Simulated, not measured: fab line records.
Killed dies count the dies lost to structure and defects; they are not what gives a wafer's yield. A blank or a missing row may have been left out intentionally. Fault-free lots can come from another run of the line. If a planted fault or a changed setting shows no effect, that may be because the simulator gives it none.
What tool caused it? | flow nandHarc | 72 wafers from 24 lots sampled at 5 of the route's 1302 steps

== WHAT THE GAUGES READ, wafer by wafer ==
NHARC_A_CONTACT_CD_MEAS_53.
lot  | measured     | on       | cdNm (nm)
L074 | day 21 23:13 | cdSem-01 | 289.7 289.8 288.9
L076 | day 22 09:43 | cdSem-03 | 288.4 289.4 289.7
L077 | day 22 14:56 | cdSem-02 | 288.9 289.9 290.0
L075 | day 22 19:21 | cdSem-03 | 289.5 290.5 289.7
L078 | day 22 19:39 | cdSem-01 | 290.2 289.8 290.6
L079 | day 23 03:30 | cdSem-01 | 289.1 289.4 288.6
L080 | day 23 22:38 | cdSem-02 | 288.7 287.4 287.9
L082 | day 24 23:59 | cdSem-02 | 288.7 288.9 289.2
L081 | day 25 02:18 | cdSem-03 | 289.5 288.5 290.0
L084 | day 26 04:22 | cdSem-03 | 288.0 289.0 288.9
L085 | day 26 02:38 | cdSem-03 | 290.1 290.0 290.5
L083 | day 26 04:37 | cdSem-03 | 289.3 289.9 289.0
L086 | day 26 15:46 | cdSem-03 | 289.4 289.2 289.2
L087 | day 26 16:28 | cdSem-02 | 289.0 289.6 289.3
L088 | day 27 06:35 | cdSem-01 | 289.1 289.9 289.2
L089 | day 27 11:19 | cdSem-03 | 289.8 290.3 289.9
L090 | day 28 13:50 | cdSem-03 | 289.8 290.2 290.4
L092 | day 28 17:02 | cdSem-03 | 287.5 289.0 287.7
L091 | day 28 18:17 | cdSem-03 | 288.5 289.6 289.3
L094 | day 30 01:23 | cdSem-02 | 288.4 289.1 288.8
L093 | day 29 23:23 | cdSem-03 | 289.9 290.1 289.0
L096 | day 30 05:48 | cdSem-03 | 290.2 288.9 289.0
L095 | day 30 03:47 | cdSem-01 | 287.8 288.5 287.7
L097 | day 31 04:55 | cdSem-03 | 290.0 289.7 288.6

== WHICH TOOL RAN EACH LOT (tool, then ch and the chambers of the sampled wafers, then the start) ==
lot  | NHARC_A_WL_FILL_STRIP_27            | NHARC_A_CONTACT_DEP_24          | NHARC_A_CONTACT_ETCH_112           | NHARC_A_CONTACT_ETCH_118
L074 | plasmaAsher-02 ch 0,1, day 20 15:07 | pecvd-04 ch 1,2, day 21 11:14   | harCapEtch-03 ch 0,1, day 21 20:11 | harCapEtch-03 ch 0,1, day 21 21:12
L076 | plasmaAsher-01 ch 0,1, day 21 04:41 | pecvd-04 ch 0,2, day 21 21:28   | harCapEtch-02 ch 0,1, day 22 06:02 | harCapEtch-02 ch 0,1, day 22 07:04
L077 | plasmaAsher-02 ch 0,1, day 21 08:27 | pecvd-03 ch 0,2, day 22 03:56   | harCapEtch-01 ch 0,1, day 22 11:54 | harCapEtch-01 ch 0,1, day 22 12:56
L075 | plasmaAsher-02 ch 0,1, day 21 15:09 | pecvd-02 ch 0,1,2, day 22 08:43 | harCapEtch-02 ch 1, day 22 16:14   | harCapEtch-02 ch 1, day 22 17:16
L078 | plasmaAsher-01 ch 0,1, day 21 15:19 | pecvd-04 ch 0,1, day 22 08:40   | harCapEtch-01 ch 0, day 22 16:34   | harCapEtch-01 ch 0, day 22 17:35
L079 | plasmaAsher-02 ch 0,1, day 21 20:53 | pecvd-04 ch 0,1, day 22 16:55   | harCapEtch-01 ch 0,1, day 23 00:25 | harCapEtch-01 ch 0,1, day 23 01:27
L080 | plasmaAsher-02 ch 0,1, day 22 17:52 | pecvd-02 ch 1,2, day 23 11:47   | harCapEtch-01 ch 0,1, day 23 19:33 | harCapEtch-01 ch 0,1, day 23 20:35
L082 | plasmaAsher-02 ch 0,1, day 23 17:27 | pecvd-02 ch 1,2, day 24 11:07   | harCapEtch-01 ch 0,1, day 24 20:55 | harCapEtch-01 ch 0,1, day 24 21:56
L081 | plasmaAsher-02 ch 0,1, day 23 17:52 | pecvd-04 ch 0,1, day 24 11:08   | harCapEtch-03 ch 0,1, day 24 21:47 | harCapEtch-03 ch 0,1, day 24 22:49
L084 | plasmaAsher-02 ch 1, day 24 21:56   | pecvd-04 ch 0,1, day 25 16:19   | harCapEtch-03 ch 0,1, day 26 01:20 | harCapEtch-03 ch 0,1, day 26 02:21
L085 | plasmaAsher-01 ch 0,1, day 24 21:58 | pecvd-04 ch 1,2, day 25 15:52   | harCapEtch-01 ch 0,1, day 25 23:37 | harCapEtch-01 ch 0,1, day 26 00:38
L083 | plasmaAsher-01 ch 0,1, day 25 01:44 | pecvd-03 ch 0,1, day 25 15:53   | harCapEtch-02 ch 0,1, day 26 01:34 | harCapEtch-02 ch 0,1, day 26 02:35
L086 | plasmaAsher-02 ch 0,1, day 25 12:20 | pecvd-02 ch 1,2, day 26 04:38   | harCapEtch-02 ch 0,1, day 26 12:43 | harCapEtch-02 ch 0,1, day 26 13:44
L087 | plasmaAsher-01 ch 0, day 25 14:01   | pecvd-04 ch 0,1,2, day 26 04:32 | harCapEtch-03 ch 0,1, day 26 12:34 | harCapEtch-03 ch 0,1, day 26 13:56
L088 | plasmaAsher-02 ch 0,1, day 25 17:57 | pecvd-04 ch 0,1,2, day 26 10:35 | harCapEtch-03 ch 0,1, day 27 03:31 | harCapEtch-03 ch 0,1, day 27 04:32
L089 | plasmaAsher-01 ch 0,1, day 25 22:13 | pecvd-02 ch 0,1,2, day 26 15:23 | harCapEtch-03 ch 0,1, day 27 08:17 | harCapEtch-03 ch 0,1, day 27 09:19
L090 | plasmaAsher-02 ch 0,1, day 27 07:59 | pecvd-03 ch 0,2, day 28 00:48   | harCapEtch-01 ch 0,1, day 28 10:47 | harCapEtch-01 ch 0,1, day 28 11:48
L092 | plasmaAsher-02 ch 1, day 27 12:10   | pecvd-02 ch 1,2, day 28 04:47   | harCapEtch-03 ch 0,1, day 28 14:00 | harCapEtch-03 ch 0,1, day 28 15:01
L091 | plasmaAsher-02 ch 0,1, day 27 12:28 | pecvd-04 ch 0,1, day 28 04:45   | harCapEtch-02 ch 0,1, day 28 15:13 | harCapEtch-02 ch 0,1, day 28 16:14
L094 | plasmaAsher-02 ch 0,1, day 28 13:09 | pecvd-04 ch 0,2, day 29 05:23   | harCapEtch-03 ch 0,1, day 29 22:19 | harCapEtch-03 ch 0,1, day 29 23:20
L093 | plasmaAsher-02 ch 0,1, day 28 13:40 | pecvd-03 ch 0,1, day 29 05:19   | harCapEtch-02 ch 0,1, day 29 20:19 | harCapEtch-02 ch 0,1, day 29 21:20
L096 | plasmaAsher-02 ch 0,1, day 28 16:59 | pecvd-03 ch 0,2, day 29 12:35   | harCapEtch-01 ch 0, day 30 02:43   | harCapEtch-01 ch 0, day 30 03:44
L095 | plasmaAsher-02 ch 0,1, day 28 17:10 | pecvd-02 ch 0,2, day 29 09:59   | harCapEtch-02 ch 0,1, day 30 00:47 | harCapEtch-02 ch 0,1, day 30 01:49
L097 | plasmaAsher-02 ch 0,1, day 30 00:44 | pecvd-03 ch 1,2, day 30 17:08   | harCapEtch-01 ch 0,1, day 31 01:54 | harCapEtch-01 ch 0,1, day 31 02:56
- NHARC_A_WL_FILL_STRIP_27: strips in N2/H2, time 20 s.
- NHARC_A_CONTACT_DEP_24: deposits SiO2, target thk 500 nm.
- NHARC_A_CONTACT_ETCH_112: etches the open film in C4F8/O2/Ar, time 190 s, target depth 1850 nm.
- NHARC_A_CONTACT_ETCH_118: etches the open film in C4F8/O2/Ar, time 190 s, target depth 1850 nm.

== WHAT THE TOOLS THEMSELVES READ (means of the sampled wafers that have a number; where no wafer has one, the mark that the record gives instead) ==
NHARC_A_WL_FILL_STRIP_27.
lot  | tool           | drypumpMotorCurrentA (A) | heaterPowerW (W)
L074 | plasmaAsher-02 | 5.5                      | 298
L076 | plasmaAsher-01 | 5.8                      | 310
L077 | plasmaAsher-02 | 6.0                      | 304
L075 | plasmaAsher-02 | 6.0                      | 308
L078 | plasmaAsher-01 | 5.8                      | 312
L079 | plasmaAsher-02 | 5.5                      | 303
L080 | plasmaAsher-02 | 5.5                      | 297
L082 | plasmaAsher-02 | 6.0                      | 310
L081 | plasmaAsher-02 | 6.0                      | 308
L084 | plasmaAsher-02 | 6.5                      | 311
L085 | plasmaAsher-01 | 5.6                      | 325
L083 | plasmaAsher-01 | 5.8                      | 322
L086 | plasmaAsher-02 | 6.0                      | 310
L087 | plasmaAsher-01 | 5.9                      | 305
L088 | plasmaAsher-02 | 6.0                      | 309
L089 | plasmaAsher-01 | 5.7                      | 319
L090 | plasmaAsher-02 | 6.0                      | 305
L092 | plasmaAsher-02 | 6.5                      | 315
L091 | plasmaAsher-02 | 5.5                      | 301
L094 | plasmaAsher-02 | 6.0                      | 305
L093 | plasmaAsher-02 | 5.5                      | 302
L096 | plasmaAsher-02 | 5.5                      | 304
L095 | plasmaAsher-02 | 6.0                      | 305
L097 | plasmaAsher-02 | 6.0                      | 307

NHARC_A_CONTACT_DEP_24.
lot  | tool     | heaterPowerW (W) | throttleValvePct (%)
L074 | pecvd-04 | 666              | 14.8
L076 | pecvd-04 | 690              | 15.3
L077 | pecvd-03 | 509              | 15.5
L075 | pecvd-02 | 654              | 15.9
L078 | pecvd-04 | 574              | 14.8
L079 | pecvd-04 | 579              | 14.6
L080 | pecvd-02 | 598              | 15.7
L082 | pecvd-02 | 634              | 16.0
L081 | pecvd-04 | 598              | 14.7
L084 | pecvd-04 | 593              | 14.8
L085 | pecvd-04 | 716              | 14.9
L083 | pecvd-03 | 554              | 15.3
L086 | pecvd-02 | 614              | 15.8
L087 | pecvd-04 | 610              | 15.1
L088 | pecvd-04 | 690              | 15.2
L089 | pecvd-02 | 615              | 15.6
L090 | pecvd-03 | 608              | 15.7
L092 | pecvd-02 | 619              | 15.6
L091 | pecvd-04 | 615              | 15.1
L094 | pecvd-04 | 541              | 15.3
L093 | pecvd-03 | 574              | 15.6
L096 | pecvd-03 | 546              | 15.7
L095 | pecvd-02 | 637              | 15.9
L097 | pecvd-03 | 521              | 15.3

== THE ANSWER, worked out from the rows above alone ==
Rule: what is usual is taken from the lots themselves. Put in order of their means at a reading, lots are off if they are a third of the lots or fewer, leave a main group of 4 or more, and stand apart from it by a gap of 3 or more times the standard deviation of the main group's means; of several such gaps the widest counts. A main group whose means are all the same, to the digits that the tables above print for the reading, isn't used. Also off: a lot with no number at a reading for which 4 or more lots have one. Any other lot the step has rows for is counted as sound. The gauges are gone through in route order, then the tools' own readings, and for those a lot's mean is taken as printed above. At the first step where some lot is off, the reading lying furthest off is the one used; lots without a number count as furthest.
Across all readings shown, no lot is off: no conclusion can be drawn from this.

== WHAT THE SIMULATOR HAD PUT IN ==
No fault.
